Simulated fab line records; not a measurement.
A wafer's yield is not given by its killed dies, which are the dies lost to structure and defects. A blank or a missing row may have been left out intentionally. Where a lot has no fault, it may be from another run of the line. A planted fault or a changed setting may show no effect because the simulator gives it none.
Chamber matching :: flow nand_harc :: 4 sister chambers for NHARC_P_STI_CMP_21 on cmp-02
The step polishes, t overpolish 20 s, target thk 380.67 nm. 14 wafers are shown with their chamber, then 7 later ones without.

## WAFERS PAIRED WITH THEIR CHAMBERS
wafer: L684.1
chamber: 0
motor_current_A (A): 11.8
overpolish_run_s (s): 20.006

wafer: L684.2
chamber: 2
motor_current_A (A): 10.2
overpolish_run_s (s): 20.003

wafer: L684.5
chamber: 2
motor_current_A (A): 10.1
overpolish_run_s (s): 20.001

wafer: L686.1
chamber: 3
motor_current_A (A): 12.3
overpolish_run_s (s): 19.998

wafer: L686.2
chamber: 2
motor_current_A (A): 9.9
overpolish_run_s (s): 19.992

wafer: L686.4
chamber: 0
motor_current_A (A): 11.3
overpolish_run_s (s): 20.018

wafer: L689.1
chamber: 2
motor_current_A (A): 10.6
overpolish_run_s (s): 20.012

wafer: L689.2
chamber: 1
motor_current_A (A): 12.2
overpolish_run_s (s): 19.989

wafer: L689.4
chamber: 3
motor_current_A (A): 12.8
overpolish_run_s (s): 19.996

wafer: L691.1
chamber: 1
motor_current_A (A): 12.6
overpolish_run_s (s): 19.993

wafer: L691.3
chamber: 2
motor_current_A (A): 10.2
overpolish_run_s (s): 20.001

wafer: L691.4
chamber: 3
motor_current_A (A): 12.4
overpolish_run_s (s): 19.994

wafer: L696.1
chamber: 2
motor_current_A (A): 10.4
overpolish_run_s (s): 20.004

wafer: L696.4
chamber: 0
motor_current_A (A): 11.9
overpolish_run_s (s): 19.988

SIGNATURES (means of the wafers above)
reading: motor_current_A
chamber 0: 11.667
chamber 1: 12.400
chamber 2: 10.233
chamber 3: 12.500
scatter within a chamber: 0.268

reading: overpolish_run_s
chamber 0: 20.00400
chamber 1: 19.99100
chamber 2: 20.00217
chamber 3: 19.99600
scatter within a chamber: 0.00824
Rule: for each reading, subtract the chamber's mean from the wafer's reading, divide by that reading's scatter and square the result; add these up over the readings and take the root, which gives the wafer's distance from the chamber. If the next closest chamber is less than 2 further off than the closest, the wafer can't be placed; otherwise it belongs to the closest. The scatter: the root of (the sum of the squares of (reading less its chamber's mean) over the shown wafers, divided by (wafers less chambers)).

## WAFERS WITH NO CHAMBER GIVEN
wafer: L696.6
motor_current_A (A): 11.7
overpolish_run_s (s): 19.992

wafer: L702.1
motor_current_A (A): 13.0
overpolish_run_s (s): 19.995

wafer: L702.3
motor_current_A (A): 11.7
overpolish_run_s (s): 19.998

wafer: L702.4
motor_current_A (A): 12.5
overpolish_run_s (s): 19.996

wafer: L703.3
motor_current_A (A): 12.9
overpolish_run_s (s): 19.992

wafer: L703.4
motor_current_A (A): 12.2
overpolish_run_s (s): 19.988

wafer: L703.6
motor_current_A (A): 10.4
overpolish_run_s (s): 20.010

## CHAMBER TAKEN BY EACH
wafer: L696.6
from the rows above: can't be placed: 0 or 1 or 3
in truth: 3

wafer: L702.1
from the rows above: can't be placed: 3 or 1
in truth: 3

wafer: L702.3
from the rows above: 0
in truth: 0

wafer: L702.4
from the rows above: can't be placed: 3 or 1
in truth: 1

wafer: L703.3
from the rows above: can't be placed: 3 or 1
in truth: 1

wafer: L703.4
from the rows above: can't be placed: 1 or 3 or 0
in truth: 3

wafer: L703.6
from the rows above: 2
in truth: 2
Correct placement for 2 of the 7. Cannot be placed on the basis of these rows: 5; the candidates contain the true chamber in 5. Number placed wrongly: 0.
